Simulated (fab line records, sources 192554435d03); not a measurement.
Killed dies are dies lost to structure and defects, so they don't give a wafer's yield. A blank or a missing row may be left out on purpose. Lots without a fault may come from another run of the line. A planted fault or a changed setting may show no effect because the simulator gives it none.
A struck lot beside a sound one | flow n5_finfet | 39 steps out of a route of 1938
Sound: wafers L101.3, L101.4, L101.5. Struck: wafers L997.2, L997.4, L997.5. The cause comes at the end.
At each step with rows: each side's tool, then ch and its chambers, then its first start. Under that, the readings that differ: sound wafers | struck wafers | difference of the means | sigmas: that difference in standard deviations of wafers without a fault.
alike: readings whose means differ by less than 2 such deviations, and words and numbers that are the same on both sides. not compared: withheld readings, readings that some wafer has no value for, bounds like >300 that may hide the same value, and numbers for which the record gives no deviation and whose values overlap.
The two part at a step that has a row with sigmas, a row that says differs or no value, or rows on one side only. Numbers that don't overlap but have no deviation are shown without sigmas and don't part them. A reading that every wafer of one side lacks parts them only if that side has two wafers or more.

first, 10 steps without rows for these wafers: N5_BEOL_M4_STRIP_36 (strips in N2/H2); N5_BEOL_M4_TRENCH_ETCH_37 (etches SiOC in C4F6/O2, target depth 55.555 nm, time 29.2 s); N5_BEOL_M4_ETCH_41 (etches SiCN in CH3F/O2, target depth 29.9 nm, time 52.5 s); N5_BEOL_M4_STRIP_97 (strips in N2/H2, time 10 s); N5_BEOL_M4_HM_STRIP_39 (strips TiN in peroxide tin strip, target depth 25 nm, time 158 s); N5_BEOL_M4_SRD_40 (time 30 s); N5_BEOL_M4_PRECLEAN_42 (cleans in residue remover, time 60 s); N5_BEOL_M4_SRD_43 (time 30 s); N5_BEOL_M4_DEGAS_44 (time 60 s); N5_BEOL_M4_PRE_CLEAN_45 (time 30 s).
N5_BEOL_M4_ALD_84: deposits TaN, pulse time 2 s, purge time 3 s, co reactant purge time 2 s.
  sound on ald_metal-03 ch 0,1, day 14 11:52; struck on ald_metal-04 ch 1,2, day 14 00:56
  alike: heater_power_w, precursor_vessel_pressure_torr
then, 26 steps without rows for these wafers: N5_BEOL_M4_SURFACE_TREAT_85; N5_BEOL_M4_CVD_47 (deposits Co from CCTBA/H2, target thk 3 nm, time 223.8 s); N5_BEOL_M4_SPUTTER_48 (material Cu, target thk 4.5 nm, time 8.29 s); N5_BEOL_M4_ANNEAL_49 (time 240 s); N5_BEOL_M4_SPUTTER_79 (material Cu, target thk 4.5 nm, time 8.29 s); N5_BEOL_M4_ANNEAL_80 (time 240 s); N5_BEOL_M4_SPUTTER_81 (material Cu, target thk 4.5 nm, time 8.29 s); N5_BEOL_M4_ANNEAL_82 (time 240 s); N5_BEOL_M4_SPUTTER_86 (material Cu, target thk 4.5 nm, time 8.29 s); N5_BEOL_M4_ANNEAL_87 (time 240 s); N5_BEOL_M4_SPUTTER_88 (material Cu, target thk 4.5 nm, time 8.29 s); N5_BEOL_M4_ANNEAL_89 (time 240 s); N5_BEOL_M4_SPUTTER_90 (material Cu, target thk 4.5 nm, time 8.29 s); N5_BEOL_M4_ANNEAL_91 (time 240 s); N5_BEOL_M4_SPUTTER_92 (material Cu, target thk 4.5 nm, time 8.29 s); N5_BEOL_M4_ANNEAL_93 (time 240 s); N5_BEOL_M4_SPUTTER_94 (material Cu, target thk 4.5 nm, time 8.29 s); N5_BEOL_M4_ANNEAL_95 (time 240 s); N5_BEOL_M4_SPUTTER_96 (material Cu, target thk 4.5 nm, time 8.29 s); N5_BEOL_M4_ECD_50 (material Cu, target thk 300 nm); N5_BEOL_M4_ANNEAL_51 (time 90 s); N5_BEOL_M4_CMP_52 (polishes, stops on SiOC, t overpolish 6.8 s, target thk 40 nm); N5_BEOL_M4_PRE_CLEAN_60 (time 15 s); N5_BEOL_M4_CO_CAP_55 (material Co, precursor CCTBA/H2, target thk 2 nm, time 102.1 s); N5_BEOL_M4_PRE_CLEAN_56 (time 15 s); N5_BEOL_M4_DEP_57 (deposits SiCN from 3MS/NH3, target thk 8 nm, time 14 s).
N5_BEOL_M4_RC_MEAS_101:
  sound on prober-02 ch 0, day 14 15:31; struck on prober-01 ch 0, day 14 05:50
  reading                | sound                 | struck                     | difference | sigmas
  COMB_M4_max_site (S/m) | 6.5e-11 9.4e-11 7e-11 | 2.88e-10 5.35e-10 4.84e-10 | +3.59e-10  | +16
  alike: DIBL_N, DIBL_P, IOFF_N, IOFF_P, ION_N, ION_P, SS_N, SS_P, VT_N, VT_P
-- the record jumps here: 5 days lie between the struck wafers' starts before and after (it left off in module BEOL_M4 and takes up again in module PASSIVATION, whose first step shown is number 1936 of the route) --
N5_PASSIVATION_PROBE_49:
  sound on prober-01, day 19 09:01; struck on prober-02, day 18 19:35
  reading                | sound    | struck         | difference | sigmas
  killed_at_M4_up        | 33 23 9  | 39 52 54       | +27        | +4
  killed_on_rim          | 15 15 17 | 23 26 37       | +13        | +3
  sort_bin_4_leakage (%) | 0 0 0    | 2.63 3.47 3.64 | +3.25      |
  alike: defect_limited_yield, killed_at_M0_to_M3, killed_at_contacts, killed_at_front_end, killed_at_other, killed_dies, killed_open, killed_short, sort_bin_5_function, sort_bin_6_memory, sort_n_pass, sort_yield_pct

WHERE THEY PART
First at N5_BEOL_M4_RC_MEAS_101; last, within this record, at N5_PASSIVATION_PROBE_49.

WHY: what the simulator had put in
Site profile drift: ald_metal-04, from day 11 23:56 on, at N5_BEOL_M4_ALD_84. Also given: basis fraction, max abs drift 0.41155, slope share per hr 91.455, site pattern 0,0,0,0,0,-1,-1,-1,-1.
